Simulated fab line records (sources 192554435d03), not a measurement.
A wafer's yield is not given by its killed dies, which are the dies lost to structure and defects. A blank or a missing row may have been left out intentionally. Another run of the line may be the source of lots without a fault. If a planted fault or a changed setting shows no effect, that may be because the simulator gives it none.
fab line records	flow n5_finfet
record lots=9	wafers=27	last_day=17
route steps=1938 shown DUMMY_GATE@242 SPACER0@259 BEOL_M4@1111 PASSIVATION@1936
lots with no fault: from the same line, run without faults
start_h: start of the lot's first displayed wafer, in hours after the record's first day	wait_h: hours from the lot's prior step to this one	" identical to the entry in the row above	L1.1+2: one row covering several wafers at once	- no value, or no start was given	* or withheld: withheld	< > ~ a bound
route shown NAME@n: a module of which the file shows steps, and the number in the route of the first	usual: average and standard deviation across the fault-free wafers	same: alike in all rows	chamber/n: place in a boat	sites: readings site by site	_std_site: how widely they spread, as a standard deviation	_edge_site: the outer-site mean with the inner-site mean subtracted	radius_mm: how far each site lies from the wafer's centre	mask NAME#n: copy n	behind: tool/chamber where the wafer was last shaped	hold: the reason the lot was held/the length of the hold in hours/how it ended	device: names the non-switching transistor (n, p or np)	end of line: at the end of the route, the tests of the same wafers	where a step has no rows: the recipe by itself	killed: dies lost to structure and defects at the first sort, not the wafer's yield	map: dies across one wafer; x = killed, . = not, _ = none there
set.NAME: the setting the step ran with; set.NAME@STEP: the setting that earlier step ran with	model.NAME: the simulator's own value behind a step, which no gauge read
steps of the route over a sample of lots; a table a step, a row a wafer
services: from which hour (start_h, from the record's first day; less than 0 if before it) a tool's chamber was out of use, for how many hours, and why
## steps
# step N5_DUMMY_GATE_CD_MEAS_50
# recipe target_cd_nm=14
# usual cd_nm=14.05/0.27
lot.wafer	tool	chamber	start_h	wait_h	cd_nm
L973.1	cd_sem-01	-	47.15	0.0	14.01
L973.2	"	-	"	"	13.95
L973.3	"	-	"	"	13.85
L975.1	cd_sem-03	-	62.63	0.0	14.09
L975.2	"	-	"	"	14.23
L975.4	"	-	"	"	14.17
L977.1	cd_sem-03	-	73.15	0.0	13.94
L977.2	"	-	"	"	13.97
L977.3	"	-	"	"	14.09
L985.2	cd_sem-02	-	120.44	0.0	14.38
L985.5	"	-	"	"	14.00
L985.6	"	-	"	"	14.15
L992.1	cd_sem-02	-	161.63	0.0	13.99
L992.2	"	-	"	"	13.91
L992.4	"	-	"	"	13.93
L993.2	cd_sem-02	-	166.54	0.0	14.09
L993.4	"	-	"	"	14.25
L993.6	"	-	"	"	14.21
L994.1	cd_sem-01	-	173.48	0.0	13.88
L994.4	"	-	"	"	13.71
L994.6	"	-	"	"	13.75
L995.2	cd_sem-03	-	179.91	0.0	14.43
L995.4	"	-	"	"	14.43
L995.6	"	-	"	"	14.06
L996.3	cd_sem-02	-	184.46	0.0	13.74
L996.4	"	-	"	"	14.05
L996.5	"	-	"	"	13.95
# step N5_DUMMY_GATE_ETCH_32
# recipe chemistry=CF4	target=SiO2	target_depth_a=35	time_s=3.9	ion_energy_ev=350	pressure_mtorr=10	icp_w=800	bias_w=400	cf4_flow_sccm=80
# usual drypump_motor_current_A=5.8/0.39	oes_product_au=0.998/0.02	throttle_valve_pct=21.77/0.24
lot.wafer	tool	chamber	start_h	wait_h	drypump_motor_current_A	oes_product_au	rf_hours_counter_h	throttle_valve_pct
L973.1	rie_si-01	1	47.45	0.1	5.6	0.956	92	21.93
L973.2	"	3	"	"	5.8	0.998	175	21.89
L973.3	"	2	"	"	6.2	1.028	6	21.84
L975.1	rie_si-01	3	63.05	0.1	5.8	0.988	175	21.87
L975.2	"	2	"	"	6.2	1.023	7	21.87
L975.4	"	0	"	"	5.3	0.995	154	21.69
L977.1	rie_si-01	0	73.48	0.1	5.3	1.004	155	21.66
L977.2	"	2	"	"	6.2	1.026	7	21.85
L977.3	"	3	"	"	5.8	0.996	175	21.88
L985.2	rie_si-05	3	120.73	0.1	6.7	0.978	13	21.79
L985.5	"	1	"	"	5.9	0.994	-	21.16
L985.6	"	2	"	"	5.5	1.005	-	21.78
L992.1	rie_si-05	0	161.92	0.1	5.8	1.006	124	22.03
L992.2	"	2	"	"	5.5	1.003	21	21.79
L992.4	"	1	"	"	5.9	0.989	28	21.17
L993.2	rie_si-05	1	166.87	0.1	5.9	0.985	28	21.16
L993.4	"	3	"	"	6.7	0.986	14	21.81
L993.6	"	2	"	"	5.5	1.011	-	21.79
L994.1	rie_si-01	1	173.78	0.1	5.7	0.944	95	21.92
L994.4	"	2	"	"	6.2	1.037	9	21.84
L994.6	"	1	"	"	5.6	0.967	-	21.92
L995.2	rie_si-05	3	180.20	0.1	6.7	0.990	14	21.82
L995.4	"	1	"	"	5.9	0.987	28	21.15
L995.6	"	3	"	"	6.8	0.983	-	21.80
L996.3	rie_si-01	2	184.75	0.1	6.2	1.030	9	21.86
L996.4	"	1	"	"	5.6	0.975	95	21.93
L996.5	"	1	"	"	5.7	0.962	-	21.91
# step N5_DUMMY_GATE_CD_MEAS_24
# recipe target_cd_nm=15
# usual cd_nm=15.1/0.33
lot.wafer	tool	chamber	start_h	wait_h	cd_nm
L973.1	cd_sem-03	-	47.65	0.1	14.9
L973.2	"	-	"	"	15.0
L973.3	"	-	"	"	14.4
L975.1	cd_sem-02	-	63.25	0.1	15.0
L975.2	"	-	"	"	14.9
L975.4	"	-	"	"	14.9
L977.1	cd_sem-03	-	73.68	0.1	14.9
L977.2	"	-	"	"	15.5
L977.3	"	-	"	"	15.0
L985.2	cd_sem-02	-	120.93	0.1	15.4
L985.5	"	-	"	"	15.1
L985.6	"	-	"	"	15.0
L992.1	cd_sem-01	-	162.12	0.1	14.9
L992.2	"	-	"	"	14.5
L992.4	"	-	"	"	15.0
L993.2	cd_sem-02	-	167.08	0.1	15.3
L993.4	"	-	"	"	14.8
L993.6	"	-	"	"	15.2
L994.1	cd_sem-02	-	173.98	0.1	15.1
L994.4	"	-	"	"	14.8
L994.6	"	-	"	"	14.3
L995.2	cd_sem-03	-	180.40	0.1	15.6
L995.4	"	-	"	"	15.3
L995.6	"	-	"	"	15.1
L996.3	cd_sem-02	-	184.96	0.1	15.1
L996.4	"	-	"	"	15.2
L996.5	"	-	"	"	15.1
# step N5_SPACER0_ALD_00
# recipe material=SiOCN	target_thk_a=35	temp_c=400	ald_precursor_family=alkyl-aminosilane	ald_co_reactant=O2/N2-plasma	pulse_time_s=3	purge_time_s=2	co_reactant_purge_time_s=2	ald_cycles=58	pressure_torr=2
# usual ald_cycles=58/0	heater_power_w=843/79	precursor_pulse_height_rel=1.001/0.021
lot.wafer	tool	chamber	start_h	wait_h	ald_cycles	heater_power_w	precursor_pulse_height_rel
L973.1	ald_sin-03	0	48.73	0.1	58	740	1.017
L973.2	"	1	"	"	58	954	1.011
L973.3	"	3	"	"	58	763	0.967
L975.1	ald_sin-03	3	63.91	0.1	58	778	0.978
L975.2	"	0	"	"	58	738	0.965
L975.4	"	1	"	"	58	932	0.997
L977.1	ald_sin-04	3	74.36	0.1	58	777	0.994
L977.2	"	1	"	"	58	826	0.979
L977.3	"	0	"	"	58	817	0.988
L985.2	ald_sin-03	0	121.70	0.1	45	744	1.000
L985.5	"	0	"	"	45	743	1.053
L985.6	"	3	"	"	58	781	0.984
L992.1	ald_sin-01	2	162.59	0.1	58	795	0.984
L992.2	"	3	"	"	58	791	0.924
L992.4	"	0	"	"	58	975	1.018
L993.2	ald_sin-04	3	167.55	0.1	58	771	1.003
L993.4	"	3	"	"	58	765	0.990
L993.6	"	0	"	"	58	827	0.979
L994.1	ald_sin-01	1	174.92	0.1	58	907	1.012
L994.4	"	3	"	"	58	775	0.986
L994.6	"	1	"	"	58	905	0.999
L995.2	ald_sin-04	0	182.00	0.1	58	836	0.958
L995.4	"	1	"	"	58	821	1.006
L995.6	"	2	"	"	58	918	1.001
L996.3	ald_sin-01	3	185.43	0.1	58	773	1.011
L996.4	"	0	"	"	58	987	1.011
L996.5	"	2	"	"	58	796	1.002
# step N5_BEOL_M4_RC_MEAS_101
# usual DIBL_N=36.4/1.5	DIBL_P=36.6/1.9	IOFF_N=0.155/0.021	IOFF_N_85C=3.0/0.35	IOFF_N_LIN=0.072/0.0082	IOFF_P=0.211/0.028	IOFF_P_85C=3.6/0.4	IOFF_P_LIN=0.100/0.011	ION_N=671/8.6	ION_P=462/5.8	REXT_N=74.9/1.6	REXT_P=99.7/2.3	SS_N=71.5/0.5	SS_P=73.4/0.58	VT_N=250.1/2.4	VT_N_LVT=98.8/2.5	VT_P=-250.1/3	VT_P_LVT=-98.9/2.6
lot.wafer	tool	chamber	start_h	wait_h	DIBL_N[mV/V]	DIBL_P[mV/V]	IOFF_N[nA/um]	IOFF_N_85C[nA/um]	IOFF_N_LIN[nA/um]	IOFF_P[nA/um]	IOFF_P_85C[nA/um]	IOFF_P_LIN[nA/um]	ION_N[uA/um]	ION_P[uA/um]	REXT_N[ohm.um]	REXT_P[ohm.um]	SS_N[mV/dec]	SS_P[mV/dec]	VT_N[mV]	VT_N_LVT[mV]	VT_P[mV]	VT_P_LVT[mV]
L973.1	prober-02	0	167.86	0.0	35.7	35.0	0.134	2.7	0.065	0.193	3.4	0.095	674	457	75.1	99.1	71.2	72.5	250.6	100.0	-250.8	-98.4
L973.2	"	0	"	"	35.3	35.4	0.138	2.8	0.067	0.200	3.5	0.098	667	464	75.3	98.8	71.4	72.0	248.9	98.7	-251.9	-97.4
L973.3	"	0	"	"	35.8	34.5	0.142	2.9	0.069	0.189	3.3	0.094	685	461	74.8	100.4	71.5	72.8	250.2	98.3	-252.8	-98.9
L975.1	prober-01	0	178.75	0.0	36.4	37.3	0.155	3.0	0.071	0.241	4.0	0.112	671	472	78.0	101.5	71.1	73.9	248.2	99.1	-247.0	-95.9
L975.2	"	0	"	"	36.8	37.6	0.159	3.0	0.072	0.256	4.3	0.117	664	466	77.8	101.4	70.7	73.5	248.4	99.4	-247.3	-94.8
L975.4	"	0	"	"	36.8	38.0	0.158	3.1	0.072	0.251	4.2	0.115	675	469	77.2	101.2	71.4	74.1	250.2	99.5	-246.1	-94.9
L977.1	prober-02	0	186.99	0.0	35.9	35.7	0.146	2.9	0.068	0.173	3.1	0.084	668	450	71.1	100.1	71.1	73.6	250.3	99.1	-254.6	-104.2
L977.2	"	0	"	"	34.8	34.6	0.130	2.6	0.063	0.158	2.9	0.078	665	448	73.0	99.5	70.9	73.4	251.9	99.7	-256.9	-105.3
L977.3	"	0	"	"	36.2	35.7	0.145	2.9	0.069	0.171	3.1	0.082	664	456	71.5	99.2	70.9	73.4	248.6	98.3	-255.1	-103.5
L985.2	prober-01	0	236.81	0.2	38.9	36.8	0.198	3.7	0.088	0.307	5.0	0.141	696	483	67.3	92.2	71.3	74.5	243.3	93.4	-241.0	-90.9
L985.5	"	0	"	"	42.7	41.3	0.305	5.3	0.125	0.443	6.8	0.186	712	498	67.5	90.4	72.2	74.6	235.6	87.7	-232.3	-84.5
L985.6	"	0	"	"	37.3	35.7	0.183	3.5	0.083	0.255	4.3	0.119	686	479	73.0	98.7	72.2	73.6	245.2	95.0	-242.6	-94.4
L992.1	prober-01	0	280.43	0.0	36.9	37.3	0.160	3.2	0.075	0.221	3.8	0.105	665	459	74.6	100.6	71.8	73.4	252.5	96.7	-247.9	-95.9
L992.2	"	0	"	"	37.9	38.5	0.186	3.6	0.085	0.218	3.8	0.102	686	461	73.8	101.8	71.9	73.7	247.3	94.8	-250.5	-98.3
L992.4	"	0	"	"	37.3	37.8	0.171	3.4	0.079	0.209	3.6	0.099	677	460	75.6	103.5	71.3	73.5	247.6	96.3	-250.5	-97.4
L993.2	prober-01	0	284.11	0.2	36.3	36.7	0.151	2.9	0.071	0.195	3.5	0.094	665	456	73.1	100.7	71.5	73.4	249.9	99.3	-251.6	-101.0
L993.4	"	0	"	"	37.1	38.9	0.177	3.3	0.081	0.230	4.0	0.104	673	466	73.1	99.4	71.9	74.6	247.2	97.4	-249.3	-98.5
L993.6	"	0	"	"	36.7	37.9	0.158	3.0	0.072	0.207	3.6	0.097	665	453	72.4	99.8	72.0	74.0	250.0	100.4	-247.9	-100.1
L995.2	prober-01	0	297.41	0.2	32.6	33.7	0.128	2.6	0.061	0.168	3.1	0.086	670	469	77.7	101.5	71.4	72.8	252.5	99.1	-250.6	-101.7
L995.4	"	0	"	"	34.9	35.5	0.152	2.9	0.071	0.209	3.8	0.102	677	471	77.2	100.3	71.3	73.7	249.9	97.3	-246.6	-97.1
L995.6	"	0	"	"	34.2	34.8	0.143	2.8	0.068	0.188	3.4	0.092	679	467	76.7	102.4	71.7	73.1	251.6	97.9	-253.1	-99.8
L994.1	prober-01	0	303.81	0.0	39.8	41.7	0.233	4.3	0.104	0.282	4.7	0.127	702	480	74.6	99.6	72.2	74.6	243.9	89.9	-246.3	-91.7
L994.4	"	0	"	"	39.0	41.0	0.208	4.0	0.093	0.272	4.6	0.124	686	467	74.5	100.7	72.0	74.7	247.7	92.1	-247.1	-92.3
L994.6	"	0	"	"	38.5	39.3	0.171	3.3	0.077	0.232	4.0	0.109	672	463	74.4	101.2	71.9	73.8	251.6	95.1	-249.3	-94.8
L996.3	prober-02	0	308.56	0.3	37.5	37.3	0.160	3.2	0.075	0.168	3.1	0.080	675	452	73.6	104.8	72.1	73.6	248.8	96.7	-257.4	-104.0
L996.4	"	0	"	"	36.8	37.3	0.155	3.1	0.075	0.173	3.2	0.082	675	458	73.7	104.3	70.9	73.6	248.2	97.4	-256.5	-103.4
L996.5	"	0	"	"	38.2	38.1	0.175	3.5	0.081	0.183	3.3	0.085	691	461	72.6	102.9	71.8	73.1	247.3	95.9	-256.1	-103.1
# step N5_PASSIVATION_PROBE_49
# usual defect_limited_yield=91.5/1.4	killed_at_M0_to_M3=33/10	killed_at_M4_up=13/5	killed_at_contacts=13/5.6	killed_at_front_end=38/12	killed_at_other=3.9/2.7	killed_dies=100/16	killed_open=66/13	killed_short=32/7.2	sort_bin_4_leakage=0/0	sort_bin_5_function=5.0/0.97	sort_bin_6_memory=3.2/0.61	sort_n_pass=1080/16	sort_yield_pct=91.5/1.4
# same gross_dies=1180	killed_at_back_side=0	sort_bin_8_speed[%]=0
lot.wafer	tool	chamber	start_h	wait_h	defect_limited_yield[%]	killed_at_M0_to_M3	killed_at_M4_up	killed_at_contacts	killed_at_front_end	killed_at_other	killed_dies	killed_open	killed_short	sort_bin_4_leakage[%]	sort_bin_5_function[%]	sort_bin_6_memory[%]	sort_n_pass	sort_yield_pct[%]
L973.1	prober-02	-	273.11	0.0	92.0	21	13	6	48	6	94	66	27	0	5.0	2.8	1086	92.0
L973.2	prober-02	-	273.16	0.1	92.4	15	13	32	25	5	90	69	20	0	4.7	2.7	1090	92.4
L973.3	prober-02	-	273.21	0.1	92.3	19	9	19	36	8	91	58	31	0	4.2	3.1	1089	92.3
L975.1	prober-01	-	283.11	0.0	92.8	26	12	8	29	10	85	47	34	0	4.6	2.3	1095	92.8
L975.2	prober-01	-	283.16	0.1	92.5	35	17	13	20	3	88	59	29	0	4.6	2.8	1092	92.5
L975.4	prober-01	-	283.26	0.2	94.1	25	13	9	22	1	70	46	22	0	3.6	2.1	1110	94.1
L977.1	prober-01	-	290.84	0.0	91.7	43	11	3	38	3	98	66	31	0	5.4	2.5	1082	91.7
L977.2	prober-01	-	290.89	0.1	93.0	29	8	7	35	4	83	57	25	0	4.1	2.7	1097	93.0
L977.3	prober-01	-	290.94	0.1	91.0	59	7	10	29	1	106	74	31	0	5.1	3.5	1074	91.0
L985.2	prober-01	-	337.06	0.1	89.0	31	14	28	55	2	130	87	41	0	6.6	4.2	1050	89.0
L985.5	prober-01	-	337.21	0.2	90.3	43	14	20	32	5	114	74	39	1.10	5.2	3.8	1053	89.2
L985.6	prober-01	-	337.26	0.3	91.7	43	4	15	34	2	98	68	30	0	4.2	3.8	1082	91.7
L993.2	prober-01	-	387.32	0.1	92.5	32	11	7	35	4	89	58	31	0	4.2	3.0	1091	92.5
L993.4	prober-01	-	387.42	0.2	90.4	44	31	15	23	0	113	78	35	0	5.3	4.1	1067	90.4
L993.6	prober-01	-	387.52	0.3	93.1	29	20	4	29	0	82	53	29	0	3.8	3.1	1098	93.1
L992.1	prober-02	-	392.38	0.0	91.0	27	13	10	52	4	106	72	33	0	5.6	3.2	1074	91.0
L992.2	prober-02	-	392.43	0.1	93.8	20	9	8	31	5	73	46	25	0	3.5	2.6	1107	93.8
L992.4	prober-02	-	392.53	0.2	90.0	42	19	25	29	3	118	78	37	0	5.3	4.0	1062	90.0
L995.2	prober-01	-	400.72	0.1	89.2	39	17	12	56	3	127	81	40	0	6.4	3.6	1053	89.2
L995.4	prober-01	-	400.82	0.2	89.9	33	5	19	62	0	119	88	31	0	6.4	3.1	1061	89.9
L995.6	prober-01	-	400.92	0.3	90.3	55	7	13	40	0	115	66	44	0	5.0	3.8	1065	90.3
L996.3	prober-01	-	413.66	0.1	90.5	35	11	11	49	6	112	81	31	0	4.9	4.4	1068	90.5
L996.4	prober-01	-	413.71	0.2	93.3	32	18	9	17	3	79	53	23	0	4.3	2.3	1101	93.3
L996.5	prober-01	-	413.76	0.2	92.7	24	9	17	35	1	86	60	26	0	3.6	3.4	1094	92.7
L994.1	prober-02	-	414.29	0.0	91.6	20	19	9	49	2	99	70	29	0	4.9	3.1	1081	91.6
L994.4	prober-02	-	414.44	0.2	93.1	12	20	12	35	3	82	57	25	0	4.2	2.5	1098	93.1
L994.6	prober-02	-	414.54	0.3	93.6	19	16	11	26	4	76	54	22	0	3.4	3.1	1104	93.6
# killed by level:class
L973.1 STI_FIN_REVEAL:geometric_particle:open=22 BEOL_M0_SAQP:geometric_particle:open=9 FIN_SAQP:geometric_particle:open=8 BEOL_M4:geometric_particle:open=5 MOL_CONTACT_COAG:geometric_particle:open=4 BEOL_M2:geometric_particle:open=4 PAD_METAL:geometric_particle:short=4 ILD0:geometric_particle:open=3
L973.2 MOL_CONTACT_COAG:geometric_particle:open=25 STI_FIN_REVEAL:geometric_particle:open=8 MOL_CONTACT_COAG:geometric_particle:short=7 FIN_SAQP:geometric_particle:open=5 BEOL_M4:geometric_particle:open=5 DUMMY_GATE:geometric_particle:open=4 BEOL_M0_SAQP:geometric_particle:short=3 BEOL_M0_SAQP:geometric_particle:open=3
L973.3 STI_FIN_REVEAL:geometric_particle:open=13 MOL_CONTACT_COAG:geometric_particle:open=11 MOL_CONTACT_COAG:geometric_particle:short=8 BEOL_M0_SAQP:geometric_particle:open=7 PAD_METAL:geometric_particle:short=6 FIN_SAQP:geometric_particle:open=5 BEOL_M2:geometric_particle:open=4 STARTING-WAFER:geometric_particle:short=4
L975.1 BEOL_M2:geometric_particle:open=8 MOL_CONTACT_COAG:geometric_particle:open=6 BEOL_M4:geometric_particle:short=6 STI_FIN_REVEAL:geometric_particle:open=5 STARTING-WAFER:geometric_particle:open=5 BEOL_M0_SAQP:geometric_particle:open=4 GATE_CUT:geometric_particle:short=3 BEOL_M0_SAQP:geometric_particle:short=3
L975.2 MOL_CONTACT_COAG:geometric_particle:open=12 BEOL_M4:geometric_particle:open=10 BEOL_M0_SAQP:geometric_particle:open=7 BEOL_M1:geometric_particle:open=7 BEOL_M1:geometric_particle:short=7 FIN_SAQP:geometric_particle:short=5 FIN_SAQP:geometric_particle:open=4 BEOL_M0_SAQP:geometric_particle:short=4
L975.4 MOL_CONTACT_COAG:geometric_particle:open=8 BEOL_M0_SAQP:geometric_particle:short=8 BEOL_M1:geometric_particle:open=6 BEOL_M0_SAQP:geometric_particle:open=6 BEOL_M4:geometric_particle:open=5 BEOL_M4:geometric_particle:short=5 STARTING-WAFER:geometric_particle:short=4 FIN_SAQP:geometric_particle:short=3
L977.1 BEOL_M0_SAQP:geometric_particle:short=9 GATE_CUT:geometric_particle:short=8 STI_FIN_REVEAL:geometric_particle:open=7 BEOL_M0_SAQP:geometric_particle:open=7 BEOL_M0:geometric_particle:open=6 DUMMY_GATE:geometric_particle:open=6 BEOL_M1:geometric_particle:open=6 FIN_SAQP:geometric_particle:open=5
L977.2 STI_FIN_REVEAL:geometric_particle:open=11 BEOL_M1:geometric_particle:open=10 DUMMY_GATE:geometric_particle:open=9 BEOL_M0_SAQP:geometric_particle:open=6 MOL_CONTACT_COAG:geometric_particle:open=5 BEOL_M3:geometric_particle:open=5 GATE_CUT:geometric_particle:short=4 BEOL_M0_SAQP:geometric_particle:short=3
L977.3 BEOL_M3:geometric_particle:open=14 BEOL_M1:geometric_particle:open=10 MOL_CONTACT_COAG:geometric_particle:open=10 BEOL_M0_SAQP:geometric_particle:short=9 BEOL_M0_SAQP:geometric_particle:open=8 FIN_SAQP:geometric_particle:open=6 STI_FIN_REVEAL:geometric_particle:open=5 BEOL_M0:geometric_particle:open=5
L985.2 STI_FIN_REVEAL:geometric_particle:open=25 MOL_CONTACT_COAG:geometric_particle:open=20 FIN_SAQP:geometric_particle:open=9 BEOL_M0_SAQP:geometric_particle:open=9 BEOL_M0_SAQP:geometric_particle:short=9 FIN_SAQP:geometric_particle:short=8 MOL_CONTACT_COAG:geometric_particle:short=8 BEOL_M1:geometric_particle:open=7
L985.5 MOL_CONTACT_COAG:geometric_particle:open=15 BEOL_M0_SAQP:geometric_particle:short=13 BEOL_M0_SAQP:geometric_particle:open=13 FIN_SAQP:geometric_particle:open=9 BEOL_M4:geometric_particle:open=7 FIN_SAQP:geometric_particle:short=6 STI_FIN_REVEAL:geometric_particle:open=6 BEOL_M1:geometric_particle:open=5
L985.6 FIN_SAQP:geometric_particle:open=15 MOL_CONTACT_COAG:geometric_particle:open=14 BEOL_M2:geometric_particle:open=12 BEOL_M1:geometric_particle:open=7 BEOL_M3:geometric_particle:open=7 BEOL_M0_SAQP:geometric_particle:short=6 FIN_SAQP:geometric_particle:short=5 BEOL_M0_SAQP:geometric_particle:open=5
L993.2 FIN_SAQP:geometric_particle:open=8 BEOL_M4:geometric_particle:open=8 BEOL_M1:geometric_particle:open=8 GATE_CUT:geometric_particle:short=7 MOL_CONTACT_COAG:geometric_particle:open=6 BEOL_M0_SAQP:geometric_particle:short=6 BEOL_M2:geometric_particle:open=6 FIN_SAQP:geometric_particle:short=5
L993.4 BEOL_M4:geometric_particle:open=25 BEOL_M0_SAQP:geometric_particle:open=14 MOL_CONTACT_COAG:geometric_particle:open=9 BEOL_M0_SAQP:geometric_particle:short=8 MOL_CONTACT_COAG:geometric_particle:short=6 BEOL_M2:geometric_particle:open=6 FIN_SAQP:geometric_particle:short=4 FIN_SAQP:geometric_particle:open=4
L993.6 BEOL_M4:geometric_particle:open=10 FIN_SAQP:geometric_particle:short=8 BEOL_M3:geometric_particle:open=6 FIN_SAQP:geometric_particle:open=5 BEOL_M1:geometric_particle:open=5 BEOL_M2:geometric_particle:open=5 MOL_CONTACT_COAG:geometric_particle:open=4 BEOL_M0_SAQP:geometric_particle:open=4
L992.1 STI_FIN_REVEAL:geometric_particle:open=19 FIN_SAQP:geometric_particle:short=8 FIN_SAQP:geometric_particle:open=7 MOL_CONTACT_COAG:geometric_particle:open=7 BEOL_M1:geometric_particle:open=7 STI_FIN_REVEAL:geometric_particle:short=6 BEOL_M0_SAQP:geometric_particle:short=6 BEOL_M5:geometric_particle:open=5
L992.2 FIN_SAQP:geometric_particle:short=10 FIN_SAQP:geometric_particle:open=9 MOL_CONTACT_COAG:geometric_particle:open=7 BEOL_M3:geometric_particle:open=5 STARTING-WAFER:geometric_particle:short=4 BEOL_M1:geometric_particle:open=3 BEOL_M2:geometric_particle:short=3 BEOL_M2:geometric_particle:open=3
L992.4 MOL_CONTACT_COAG:geometric_particle:open=14 MOL_CONTACT_COAG:geometric_particle:short=11 BEOL_M2:geometric_particle:open=11 BEOL_M1:geometric_particle:open=9 DUMMY_GATE:geometric_particle:open=8 BEOL_M0:geometric_particle:open=7 BEOL_M4:geometric_particle:open=7 BEOL_M0_SAQP:geometric_particle:open=6
L995.2 STI_FIN_REVEAL:geometric_particle:open=16 FIN_SAQP:geometric_particle:open=13 BEOL_M0_SAQP:geometric_particle:open=13 FIN_SAQP:geometric_particle:short=10 BEOL_M3:geometric_particle:open=10 MOL_CONTACT_COAG:geometric_particle:open=8 BEOL_M1:geometric_particle:open=5 MOL_CONTACT_COAG:geometric_particle:short=4
L995.4 FIN_SAQP:geometric_particle:open=18 STI_FIN_REVEAL:geometric_particle:open=17 MOL_CONTACT_COAG:geometric_particle:open=14 BEOL_M3:geometric_particle:open=11 BEOL_M0_SAQP:geometric_particle:open=9 FIN_SAQP:geometric_particle:short=8 STARTING-WAFER:geometric_particle:open=6 MOL_CONTACT_COAG:geometric_particle:short=5
L995.6 BEOL_M3:geometric_particle:open=21 FIN_SAQP:geometric_particle:short=14 BEOL_M0_SAQP:geometric_particle:short=14 MOL_CONTACT_COAG:geometric_particle:open=12 BEOL_M0_SAQP:geometric_particle:open=9 FIN_SAQP:geometric_particle:open=7 GATE_CUT:geometric_particle:short=4 STI_FIN_REVEAL:geometric_particle:open=3
L996.3 STI_FIN_REVEAL:geometric_particle:open=15 BEOL_M0_SAQP:geometric_particle:open=11 MOL_CONTACT_COAG:geometric_particle:open=10 DUMMY_GATE:geometric_particle:open=7 BEOL_M0_SAQP:geometric_particle:short=7 BEOL_M1:geometric_particle:open=6 BEOL_M4:geometric_particle:open=6 BEOL_M2:geometric_particle:open=5
L996.4 BEOL_M4:geometric_particle:open=9 BEOL_M0_SAQP:geometric_particle:open=8 BEOL_M0_SAQP:geometric_particle:short=7 MOL_CONTACT_COAG:geometric_particle:open=6 BEOL_M1:geometric_particle:open=5 BEOL_M2:geometric_particle:open=5 FIN_SAQP:geometric_particle:open=4 STI_FIN_REVEAL:geometric_particle:open=3
L996.5 MOL_CONTACT_COAG:geometric_particle:open=15 STI_FIN_REVEAL:geometric_particle:open=7 BEOL_M0_SAQP:geometric_particle:short=5 BEOL_M3:geometric_particle:open=5 STARTING-WAFER:geometric_particle:open=5 BEOL_M0_SAQP:geometric_particle:open=4 FIN_SAQP:geometric_particle:short=3 DUMMY_GATE:geometric_particle:open=3
L994.1 FIN_SAQP:geometric_particle:open=17 BEOL_M4:geometric_particle:open=12 FIN_SAQP:geometric_particle:short=8 MOL_CONTACT_COAG:geometric_particle:open=8 BEOL_M0_SAQP:geometric_particle:open=6 DUMMY_GATE:geometric_particle:short=4 GATE_CUT:geometric_particle:short=4 BEOL_M3:geometric_particle:open=4
L994.4 FIN_SAQP:geometric_particle:open=12 BEOL_M4:geometric_particle:open=9 MOL_CONTACT_COAG:geometric_particle:open=8 FIN_SAQP:geometric_particle:short=4 STI_FIN_REVEAL:geometric_particle:open=4 MOL_CONTACT_COAG:geometric_particle:short=4 STARTING-WAFER:geometric_particle:open=4 BEOL_M1:geometric_particle:open=3
L994.6 BEOL_M4:geometric_particle:open=11 MOL_CONTACT_COAG:geometric_particle:open=9 FIN_SAQP:geometric_particle:short=6 BEOL_M1:geometric_particle:open=6 BEOL_M0_SAQP:geometric_particle:open=5 FIN_SAQP:geometric_particle:open=3 STI_FIN_REVEAL:geometric_particle:open=3 GATE_CUT:geometric_particle:short=3
## services
tool	chamber	start_h	hours	kind
ald_sin-03	1	34.40	11.9	repair
ald_sin-01	-	46.61	14.6	pm
ald_sin-03	2	56.11	4.3	repair
ald_sin-04	2	66.71	6.5	repair
ald_sin-01	-	76.81	6.0	pm
ald_sin-01	-	86.21	14.0	pm
ald_sin-01	0	86.21	14.0	vent_cycle
ald_sin-01	1	86.21	14.0	vent_cycle
ald_sin-01	2	86.21	14.0	vent_cycle
ald_sin-01	3	86.21	14.0	vent_cycle
ald_sin-01	0	100.21	-	clean
ald_sin-01	1	100.21	-	clean
ald_sin-01	2	100.21	-	clean
ald_sin-01	3	100.21	-	clean
rie_si-01	2	108.49	2.1	repair
rie_si-01	1	119.99	5.5	repair
rie_si-05	1	129.49	1.0	repair
rie_si-05	-	135.91	0.4	repair
ald_sin-03	2	148.19	5.8	repair
ald_sin-04	2	163.53	5.6	repair
ald_sin-03	-	176.83	14.0	pm
ald_sin-03	0	176.83	14.0	vent_cycle
ald_sin-03	1	176.83	14.0	vent_cycle
ald_sin-03	2	176.83	14.0	vent_cycle
## key
first_sign step=N5_SPACER0_ALD_00	reading=ald_cycles	direction=down	sigmas=99+	usual=*	struck=*
effect step=N5_BEOL_M4_RC_MEAS_101	reading=IOFF_P	direction=up	sigmas=5.8	usual=0.211	struck=0.375
effect step=N5_BEOL_M4_RC_MEAS_101	reading=IOFF_P_LIN	direction=up	sigmas=5.7	usual=0.100	struck=0.163
effect step=N5_BEOL_M4_RC_MEAS_101	reading=IOFF_P_85C	direction=up	sigmas=5.5	usual=3.6	struck=5.9
effect step=N5_BEOL_M4_RC_MEAS_101	reading=ION_P	direction=up	sigmas=5	usual=462	struck=491
effect step=N5_BEOL_M4_RC_MEAS_101	reading=REXT_N	direction=down	sigmas=4.7	usual=74.9	struck=67.4
effect step=N5_BEOL_M4_RC_MEAS_101	reading=VT_P	direction=up	sigmas=4.5	usual=-250.1	struck=-236.6
effect step=N5_BEOL_M4_RC_MEAS_101	reading=IOFF_N	direction=up	sigmas=4.5	usual=0.155	struck=0.251
effect step=N5_BEOL_M4_RC_MEAS_101	reading=VT_N	direction=down	sigmas=4.4	usual=250.1	struck=239.4
effect step=N5_BEOL_M4_RC_MEAS_101	reading=IOFF_N_85C	direction=up	sigmas=4.3	usual=3.0	struck=4.5
effect step=N5_BEOL_M4_RC_MEAS_101	reading=IOFF_N_LIN	direction=up	sigmas=4.2	usual=0.072	struck=0.107
effect step=N5_BEOL_M4_RC_MEAS_101	reading=VT_P_LVT	direction=up	sigmas=4.2	usual=-98.9	struck=-87.7
effect step=N5_BEOL_M4_RC_MEAS_101	reading=ION_N	direction=up	sigmas=3.9	usual=671	struck=704
effect step=N5_PASSIVATION_PROBE_49	reading=sort_bin_4_leakage	direction=up	sigmas=6.5	usual=0	struck=0.55	wafers_moved=1
met_at N5_SPACER0_ALD_00
struck_lots L985
struck_wafers L985.2,L985.5
not_acting_at N5_DUMMY_GATE_CD_MEAS_50,N5_DUMMY_GATE_ETCH_32,N5_DUMMY_GATE_CD_MEAS_24
onset_between 63.91 121.70
fault kind=process_parameter_drift	tool=ald_sin-03	chamber=-	onset_h=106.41	steps=N5_SPACER0_ALD_00	channel=ald_cycles	offset=*	shape=step	end_h=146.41	scope=struck_wafers_only	acts_in=*	stated=*
